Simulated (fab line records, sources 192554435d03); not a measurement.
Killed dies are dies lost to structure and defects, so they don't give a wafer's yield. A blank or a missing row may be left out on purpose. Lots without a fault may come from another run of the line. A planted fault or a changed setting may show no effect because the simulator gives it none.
A struck lot beside a sound one | flow n5_finfet | 15 steps out of a route of 1938
Sound: wafers L125.2, L125.4, L125.6. Struck: wafer L133.1. (L133.4 of the same lot was not struck and is left out.) The cause comes at the end.
At each step with rows: each side's tool, then ch and its chambers, then its first start. Under that, the readings that differ: sound wafers | struck wafers | difference of the means | sigmas: that difference in standard deviations of wafers without a fault.
alike: readings whose means differ by less than 2 such deviations, and words and numbers that are the same on both sides. not compared: withheld readings, readings that some wafer has no value for, bounds like >300 that may hide the same value, and numbers for which the record gives no deviation and whose values overlap.
The two part at a step that has a row with sigmas, a row that says differs or no value, or rows on one side only. Numbers that don't overlap but have no deviation are shown without sigmas and don't part them. A reading that every wafer of one side lacks parts them only if that side has two wafers or more.

first, 2 steps without rows for these wafers: N5_BEOL_M8_CURE_75 (cures SiCOH lowk, time 120 s); N5_BEOL_M8_DEGAS_44 (time 60 s).
N5_BEOL_M8_PRE_CLEAN_45: time 30 s.
  sound on pvd_sputter-01, day 9 11:14; struck on pvd_sputter-03, day 12 01:48
  alike: heater_power_w
N5_BEOL_M8_ALD_77: deposits TaN, target thk 2 nm, pulse time 2 s, purge time 3 s.
  sound on ald_metal-04 ch 1,3, day 9 11:19; struck on ald_metal-03 ch 0, day 12 01:52
  alike: heater_power_w, precursor_vessel_pressure_torr
N5_BEOL_M8_SURFACE_TREAT_79:
  sound on pvd_sputter-01, day 9 11:40; struck on pvd_sputter-03, day 12 02:18
  alike: ar_flow_sccm
  not compared: throttle_valve_pct
then, 1 step without rows for these wafers: N5_BEOL_M8_CVD_78 (deposits Co from CCTBA/H2, target thk 2 nm, time 142.3 s).
N5_BEOL_M8_SPUTTER_48: material Cu, target thk 10 nm, time 1.667 s.
  sound on pvd_sputter-02, day 9 12:20; struck on pvd_sputter-02, day 12 02:47
  alike: throttle_valve_pct
then, 2 steps without rows for these wafers: N5_BEOL_M8_ECD_50 (material Cu, target thk 300 nm); N5_BEOL_M8_ANNEAL_51 (time 90 s).
N5_BEOL_M8_CMP_52: polishes, stops on SiCOH lowk, t overpolish 6.9 s, target thk 80 nm.
  sound on cmp-02 ch 1,2,3, day 9 12:53; struck on cmp-02 ch 3, day 12 05:02
  alike: barrier_field_endpoint_s, clearing_platen_down_force_psi, motor_current_A, overpolish_run_s, retaining_ring_pressure_frac, time_to_endpoint_s
N5_BEOL_M8_THK_MEAS_53: measures by xrf.
  sound on film_metro-02, day 9 13:10; struck on film_metro-01, day 12 05:15
  alike: M8_THK
then, 1 step without rows for these wafers: N5_BEOL_M8_PRE_CLEAN_55 (time 15 s).
N5_BEOL_M8_DEP_56: deposits SiCN from 3MS/NH3, target thk 10 nm, time 17.5 s.
  sound on pecvd-03 ch 0,2, day 9 13:15; struck on pecvd-04 ch 2, day 12 05:19
  reading                                  | sound      | struck | difference | sigmas
  model.SiCN_of_BEOL_M8_DEP_56.thk_nm (nm) | 9.8 10 9.8 | 4.6    | -5.3       |
  alike: showerhead_plenum_p_Torr, throttle_valve_pct
  not compared: rf_fwd_power_W
N5_BEOL_M8_RS_MEAS_57: measures by four-point-probe.
  sound on film_metro-02, day 9 13:20; struck on film_metro-02, day 12 05:23
  alike: M8_RS
-- the record jumps here: 3 days lie between the struck wafers' starts before and after (it left off in module BEOL_M8 and takes up again in module PASSIVATION, whose first step shown is number 1936 of the route) --
N5_PASSIVATION_PROBE_49:
  sound on prober-01, day 12 07:46; struck on prober-01, day 14 20:10
  reading             | sound    | struck | difference | sigmas
  killed_at_front_end | 41 31 23 | 58     | +26        | +2
  alike: defect_limited_yield, killed_at_M0_to_M3, killed_at_M4_up, killed_at_contacts, killed_at_other, killed_dies, killed_open, killed_short, sort_bin_4_leakage, sort_bin_5_function, sort_bin_6_memory, sort_bin_8_speed, sort_n_pass, sort_yield_pct

WHERE THEY PART
Only at N5_PASSIVATION_PROBE_49, within this record.

WHY: what the simulator had put in
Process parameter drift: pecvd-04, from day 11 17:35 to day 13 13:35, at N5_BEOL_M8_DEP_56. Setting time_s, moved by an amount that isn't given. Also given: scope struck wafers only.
